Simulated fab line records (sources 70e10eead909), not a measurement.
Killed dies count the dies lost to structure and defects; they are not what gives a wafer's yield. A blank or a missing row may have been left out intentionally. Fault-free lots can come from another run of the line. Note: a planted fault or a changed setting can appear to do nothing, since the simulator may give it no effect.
fab line records	flow nand_harc
[record] lots = 12	wafers = 36	last_day = 32
route steps=1302 shown P_M1@299 A_BONDPAD@1225 THIN_TSV@1250 END@1302
lots untouched by any fault: they come from a run of this same line in which no faults occurred
start_h: hours from the record's first day to the start of the lot's first wafer shown	wait_h: hours elapsed since this lot's preceding step	" repeats the value in the row above	L1.1+2: a row that stands for several wafers	- no value, or no start was given	* or withheld: withheld	< > ~ a bound
route shown NAME@n: NAME is a module with steps in the file, n the number in the route of the first one	usual: the fault-free wafers' mean and standard deviation	same: alike in all rows	chamber/n: place in a boat	sites: each site's reading	_std_site: standard deviation of those values	_edge_site: inner sites' mean taken away from outer sites' mean	radius_mm: how far each site lies from the wafer's centre	mask NAME#n: copy n	behind: the most recent tool/chamber to have shaped the wafer	hold: why the lot went on hold/how many hours it stayed there/how the hold came to an end	device: names the non-switching transistor (n, p or np)	end of line: the route-end tests of the same wafers	where a step has no rows: the recipe by itself	killed: not the wafer's yield, but the dies lost to structure and defects at the first sort	map: a wafer's dies, x killed, . not, _ none there
set.NAME: the setting as run; set.NAME@STEP: as run at that earlier step	model.NAME: the simulator's own value behind a step, which no gauge read
steps of the route over a sample of lots; a table a step, a row a wafer
services: from which hour (start_h, from the record's first day; less than 0 if before it) a tool's chamber was out of use, for how many hours, and why
[[steps]]
[step NHARC_P_M1_ETCH_35]
[recipe] target_depth_a = 400	overetch_a = 120	time_s = 43.94	ion_energy_ev = 200	n2_flow_sccm = 150	h2_flow_sccm = 150	ar_flow_sccm = 0	rf_w = 400	bias_w = 150	chemistry = N2/H2
[usual] bias_w = 150.0/0.47	drypump_motor_current_A = 5.87/0.29	oes_product_au = 1.003/0.0074	rf_fwd_power_W = 395.1/1.7	rf_vpp_V = 430.6/2.1	showerhead_plenum_p_Torr = 2.04/0.068	throttle_valve_pct = 14.172/0.0091
lot.wafer	tool	chamber	start_h	wait_h	bias_w	drypump_motor_current_A	oes_product_au	rf_fwd_power_W	rf_hours_counter_h	rf_vpp_V	showerhead_plenum_p_Torr	throttle_valve_pct
L243.3	rie_diel-02	2	127.65	0.1	149.7	5.99	1.010	394.5	6	431.1	2.06	14.187
L243.6	"	1	"	"	150.4	5.74	1.013	390.8	-	429.3	1.94	14.196
L243.5	"	2	"	"	149.7	5.97	1.014	394.3	-	430.0	2.06	14.164
L245.2	rie_diel-02	3	141.79	0.1	150.3	5.78	1.005	393.3	8	432.1	2.10	14.169
L245.3	"	0	"	"	150.1	5.54	0.996	396.0	8	430.6	2.06	14.182
L245.6	"	3	"	"	150.3	5.78	1.008	395.1	-	433.0	2.10	14.156
L244.2	rie_diel-04	1	142.53	0.1	149.6	6.56	1.002	395.4	38	427.1	1.91	14.173
L244.6	"	0	"	"	150.4	5.26	0.988	396.7	-	430.4	1.98	14.177
L244.5	"	1	"	"	150.2	6.56	0.992	393.8	-	427.9	1.91	14.177
L246.2	rie_diel-01	0	153.55	0.1	149.8	5.75	1.016	396.1	9	431.3	2.06	14.174
L246.6	"	2	"	"	150.1	6.28	1.001	398.2	-	433.8	2.14	14.171
L246.5	"	3	"	"	149.6	6.28	0.998	396.7	-	429.2	2.03	14.180
L252.4	rie_diel-01	3	214.71	0.1	149.6	6.27	0.998	397.7	0	430.0	2.03	14.163
L252.2	"	1	"	"	150.1	5.81	0.994	394.2	0	426.4	1.95	14.175
L252.5	"	3	"	"	149.3	6.27	1.002	398.1	-	430.9	2.03	14.178
L253.1	rie_diel-01	2	223.54	0.1	150.8	6.28	0.989	396.3	1	433.1	2.14	14.191
L253.2	"	3	"	"	149.9	6.28	1.000	396.7	1	430.4	2.03	14.181
L253.4	"	0	"	"	149.7	5.73	1.002	391.6	1	430.3	2.06	14.160
L255.2	rie_diel-01	0	240.81	0.1	150.0	5.74	0.999	396.0	2	430.9	2.06	14.179
L255.4	"	2	"	"	150.7	6.31	0.994	395.7	-	433.8	2.14	14.164
L255.5	"	0	"	"	150.0	5.73	0.994	395.5	-	432.0	2.06	14.162
L256.3	rie_diel-01	0	253.91	0.1	150.3	5.77	0.991	393.9	3	430.3	2.06	14.166
L256.2	"	1	"	"	150.7	5.83	1.003	394.2	3	427.2	1.95	14.152
L256.1	"	2	"	"	150.7	6.26	0.990	394.0	3	432.1	2.14	14.173
L257.1	rie_diel-02	2	277.97	0.1	150.4	5.99	1.002	395.4	6	431.4	2.06	14.171
L257.2	"	3	"	"	149.6	5.79	1.008	396.8	6	432.1	2.09	14.176
L257.3	"	0	"	"	149.5	5.53	1.016	395.5	6	429.8	2.05	14.175
L261.1	rie_diel-01	0	310.13	0.1	148.9	5.74	1.008	395.3	6	431.8	2.06	14.167
L261.4	"	3	"	"	150.1	6.29	1.012	397.4	-	430.7	2.03	14.171
L261.6	"	0	"	"	149.9	5.72	1.000	393.8	-	430.3	2.06	14.181
L262.3	rie_diel-02	0	314.74	0.1	149.6	5.51	1.000	395.0	10	430.7	2.05	14.169
L262.2	"	1	"	"	150.3	5.74	1.015	392.5	7	425.7	1.93	14.164
L262.5	"	0	"	"	149.5	5.48	1.003	395.9	-	429.1	2.05	14.167
L263.3	rie_diel-02	3	325.93	0.1	149.8	5.77	1.008	395.2	11	431.7	2.09	14.176
L263.4	"	1	"	"	150.1	5.68	1.007	393.8	8	428.6	1.93	14.165
L263.6	"	3	"	"	150.3	5.77	1.008	396.7	-	432.5	2.09	14.181
[step NHARC_A_BONDPAD_DEGAS_25]
[recipe] temp_c = 300	time_s = 60
[usual] heater_power_w = 467/42
lot.wafer	tool	chamber	start_h	wait_h	heater_power_w
L243.3	pvd_sputter-01	-	526.26	-	443
L243.5	"	-	"	"	490
L243.6	"	-	"	"	441
L245.2	pvd_sputter-03	-	536.97	-	529
L245.3	"	-	"	"	523
L245.6	"	-	"	"	519
L244.2	pvd_sputter-03	-	539.37	-	513
L244.6	"	-	"	"	417
L244.5	"	-	"	"	517
L246.2	pvd_sputter-03	-	552.27	-	520
L246.6	"	-	"	"	417
L246.5	"	-	"	"	512
L252.2	pvd_sputter-02	-	607.84	-	514
L252.4	"	-	"	"	424
L252.5	"	-	"	"	506
L253.4	pvd_sputter-02	-	621.61	-	521
L253.2	"	-	"	"	413
L253.1	"	-	"	"	474
L255.4	pvd_sputter-02	-	624.45	-	500
L255.2	"	-	"	"	412
L255.5	"	-	"	"	485
L256.1	pvd_sputter-01	-	682.14	-	431
L256.2	"	-	"	"	433
L256.3	"	-	"	"	531
L257.1	pvd_sputter-03	-	691.06	-	478
L257.2	"	-	"	"	517
L257.3	"	-	"	"	516
L262.3	pvd_sputter-03	-	703.24	-	531
L262.2	"	-	"	"	414
L262.5	"	-	"	"	418
L261.4	pvd_sputter-01	-	721.27	-	453
L261.1	"	-	"	"	431
L261.6	"	-	"	"	454
L263.4	pvd_sputter-01	-	727.30	-	451
L263.3	"	-	"	"	429
L263.6	"	-	"	"	526
[step NHARC_THIN_TSV_DEP_43]
[recipe] target_thk_a = 13285	temp_c = withheld	pressure_torr = 6.5	rf_w = 900	teos_flow_sccm = 161.4	flow_sccm = 2650	target_thk_nm = 1328.5	gas = O2	material = SiO2
[usual] rf_fwd_power_W = 899/3	showerhead_vpp_V = 1877/95	throttle_valve_pct = 15.9/0.68
lot.wafer	tool	chamber	start_h	wait_h	rf_fwd_power_W	showerhead_vpp_V	throttle_valve_pct
L243.3	pecvd-01	2	539.36	-	896	1830	15.6
L243.5	"	1	"	"	902	1928	15.6
L243.6	"	0	"	"	900	1903	14.6
L245.3	pecvd-02	1	550.01	-	898	1947	16.5
L245.2	"	0	"	"	897	1720	17.3
L245.6	"	1	"	"	898	1946	16.4
L244.2	pecvd-02	2	551.21	-	900	2006	16.4
L244.5	"	2	"	"	898	1990	16.5
L244.6	"	1	"	"	900	1942	16.1
L246.2	pecvd-01	0	565.63	-	894	1900	14.5
L246.5	"	2	"	"	892	1824	15.5
L246.6	"	0	"	"	892	1900	14.6
L252.2	pecvd-01	1	621.91	-	895	1969	16.1
L252.5	"	2	"	"	896	1840	15.6
L252.4	"	0	"	"	900	1892	15.0
L255.2	pecvd-01	0	637.17	-	898	1877	14.9
L255.4	"	1	"	"	900	1950	15.7
L255.5	"	0	"	"	898	1853	15.1
L253.2	pecvd-01	2	638.42	-	899	1807	15.8
L253.1	"	0	"	"	893	1886	15.0
L253.4	"	0	"	"	902	1859	14.9
L256.1	pecvd-01	1	693.23	-	897	1919	15.9
L256.2	"	2	"	"	905	1801	15.8
L256.3	"	0	"	"	898	1880	14.8
L257.2	pecvd-01	0	707.72	-	898	1891	14.8
L257.1	"	1	"	"	899	1928	16.0
L257.3	"	2	"	"	901	1824	15.9
L262.2	pecvd-03	1	716.40	-	900	1962	15.4
L262.3	"	2	"	"	902	1868	16.6
L262.5	"	1	"	"	903	1960	15.2
L261.1	pecvd-01	2	734.43	-	898	1846	15.9
L261.6	"	0	"	"	896	1881	14.7
L261.4	"	2	"	"	899	1846	15.9
L263.3	pecvd-02	1	745.79	-	906	1982	16.3
L263.6	"	1	"	"	906	1970	16.4
L263.4	"	0	"	"	900	1736	17.0
[step NHARC_THIN_TSV_PRE_CLEAN_54]
[recipe] time_s = 30	temp_c = 280	gas = H2/He
[usual] heater_power_w = 413/34
lot.wafer	tool	chamber	start_h	wait_h	heater_power_w
L243.3	pvd_sputter-03	-	545.11	0.0	437
L243.6	"	-	"	"	424
L243.5	"	-	"	"	458
L245.3	pvd_sputter-01	-	555.79	0.1	415
L245.2	"	-	"	"	448
L245.6	"	-	"	"	377
L244.2	pvd_sputter-03	-	556.88	0.1	456
L244.6	"	-	"	"	369
L244.5	"	-	"	"	436
L246.2	pvd_sputter-02	-	571.31	0.1	448
L246.5	"	-	"	"	435
L246.6	"	-	"	"	461
L252.4	pvd_sputter-02	-	627.48	0.1	449
L252.2	"	-	"	"	364
L252.5	"	-	"	"	456
L255.4	pvd_sputter-01	-	642.95	0.1	409
L255.2	"	-	"	"	381
L255.5	"	-	"	"	408
L253.2	pvd_sputter-01	-	643.92	0.0	385
L253.4	"	-	"	"	463
L253.1	"	-	"	"	391
L256.2	pvd_sputter-02	-	699.33	0.1	354
L256.3	"	-	"	"	423
L256.1	"	-	"	"	366
L257.1	pvd_sputter-01	-	713.30	0.1	467
L257.2	"	-	"	"	400
L257.3	"	-	"	"	376
L262.3	pvd_sputter-03	-	722.30	0.1	446
L262.2	"	-	"	"	439
L262.5	"	-	"	"	437
L261.1	pvd_sputter-02	-	739.88	0.0	367
L261.4	"	-	"	"	348
L261.6	"	-	"	"	363
L263.3	pvd_sputter-03	-	751.48	0.1	439
L263.4	"	-	"	"	363
L263.6	"	-	"	"	446
[step NHARC_END_SORT_01]
[recipe] temp_c = 25
[usual] defect_limited_yield = 90.8/2.2	killed_at_array = 58/15	killed_at_other = 0.8/1.2	killed_at_periphery = 3.5/2.5	killed_dies = 62/15	killed_open = 3.2/1.7	killed_short = 2.4/1.5
[same] gross_dies = 677
lot.wafer	tool	chamber	start_h	wait_h	defect_limited_yield[%]	killed_at_array	killed_at_other	killed_at_periphery	killed_dies	killed_open	killed_short
L255.2	prober-02	0	660.47	2.8	77.8	78	0	72	150	2	3
L255.4	prober-02	0	662.04	3.4	83.3	68	0	45	113	2	1
L255.5	prober-02	0	662.83	3.6	78.0	75	0	74	149	3	2
L256.1	prober-02	0	708.06	2.5	88.8	36	0	40	76	3	4
L256.2	prober-02	0	708.86	2.8	87.4	21	0	64	85	3	3
L256.3	prober-02	0	709.66	3.1	85.7	25	0	72	97	3	3
// killed by level:class
L255.2 P_M1:unspecified=69 A_CHANNEL_HOLE_D1:chamber_film_flake=35 A_SLIT:chamber_film_flake=31 A_STAIRCASE:chamber_film_flake=3 P_BONDPAD:chamber_film_flake=2 A_DECK1_JOINT:chamber_film_flake=2 A_CHANNEL_FILL_D1:geometric_particle:short=1 A_ONON_D2:geometric_particle:short=1
L255.4 P_M1:unspecified=43 A_CHANNEL_HOLE_D1:chamber_film_flake=36 A_SLIT:chamber_film_flake=26 A_CONTACT:chamber_film_flake=2 A_ONON_D1:geometric_particle:open=1 A_WL_FILL:geometric_particle:short=1 A_M0:geometric_particle:open=1 P_GATE:chamber_film_flake=1
L255.5 P_M1:unspecified=70 A_CHANNEL_HOLE_D1:chamber_film_flake=33 A_SLIT:chamber_film_flake=31 P_BONDPAD:chamber_film_flake=2 A_STAIRCASE:chamber_film_flake=2 A_CONTACT:chamber_film_flake=2 A_ONON_D1:geometric_particle:open=1 A_ONON_D2:geometric_particle:short=1
L256.1 P_M1:unspecified=37 A_CHANNEL_HOLE_D1:chamber_film_flake=12 A_CONTACT:chamber_film_flake=5 A_SLIT:chamber_film_flake=4 A_SOURCE_PLATE:geometric_particle:short=2 A_BLC:geometric_particle:open=2 A_DECK1_JOINT:chamber_film_flake=2 A_CHANNEL_HOLE_D2:chamber_film_flake=2
L256.2 P_M1:unspecified=58 A_CHANNEL_HOLE_D1:chamber_film_flake=8 A_DECK1_JOINT:chamber_film_flake=4 A_CHANNEL_FILL_D1:chamber_film_flake=3 P_M0:geometric_particle:open=2 P_GATE:chamber_film_flake=2 P_CONTACT:geometric_particle:short=1 A_CHANNEL_HOLE_D1:geometric_particle:short=1
L256.3 P_M1:unspecified=66 A_CONTACT:chamber_film_flake=8 A_CHANNEL_HOLE_D1:chamber_film_flake=4 A_SLIT:chamber_film_flake=3 P_GATE:chamber_film_flake=2 A_CHANNEL_HOLE_D2:chamber_film_flake=2 P_CONTACT:geometric_particle:short=1 A_ONON_D1:geometric_particle:open=1
[[services]]
tool	chamber	start_h	hours	kind
pvd_sputter-03	-	117.84	11.4	repair
pecvd-01	-	130.23	13.0	pm
pecvd-01	1	143.45	5.6	repair
pvd_sputter-03	-	170.00	10.0	pm
pecvd-01	-	187.88	0.6	repair
pvd_sputter-01	-	211.88	1.0	repair
pecvd-01	1	212.20	16.5	repair
pvd_sputter-01	-	214.40	1.0	repair
pvd_sputter-01	-	226.00	10.0	pm
pvd_sputter-03	-	226.99	5.3	repair
pvd_sputter-01	-	302.94	0.7	repair
pecvd-01	-	311.23	13.0	pm
pvd_sputter-03	-	343.79	3.8	repair
pvd_sputter-03	-	348.00	10.0	pm
pecvd-01	1	352.31	12.5	repair
pvd_sputter-01	-	399.97	6.2	repair
pecvd-01	2	445.26	8.7	repair
pecvd-01	-	492.43	13.0	pm
pecvd-01	0	515.57	7.1	repair
pvd_sputter-03	-	526.00	10.0	pm
pvd_sputter-01	-	580.46	1.2	repair
pvd_sputter-03	-	625.27	1.1	repair
pvd_sputter-03	-	656.35	7.7	repair
pvd_sputter-03	-	704.00	10.0	pm
[[key]]
[first_sign] step = NHARC_END_SORT_01	reading = killed_at_periphery	direction = up	sigmas = 23	usual = 3.5	struck = 61.2
[effect] step = NHARC_END_SORT_01	reading = defect_limited_yield	direction = down	sigmas = 3.3	usual = 90.8	struck = 83.5
[more_kills_born_at] NHARC_P_M1_ETCH_35@rie_diel-01 = 343
met_at NHARC_P_M1_ETCH_35
struck_lots L255,L256
not_acting_at NHARC_A_BONDPAD_DEGAS_25,NHARC_THIN_TSV_DEP_43,NHARC_THIN_TSV_PRE_CLEAN_54
onset_between 223.54 240.81
[fault] kind = chamber_particle_source	tool = rie_diel-01	chamber = -	onset_h = 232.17	steps = NHARC_P_M1_ETCH_35	rate_per_visit_cm2 = 0.37732	end_h = 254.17
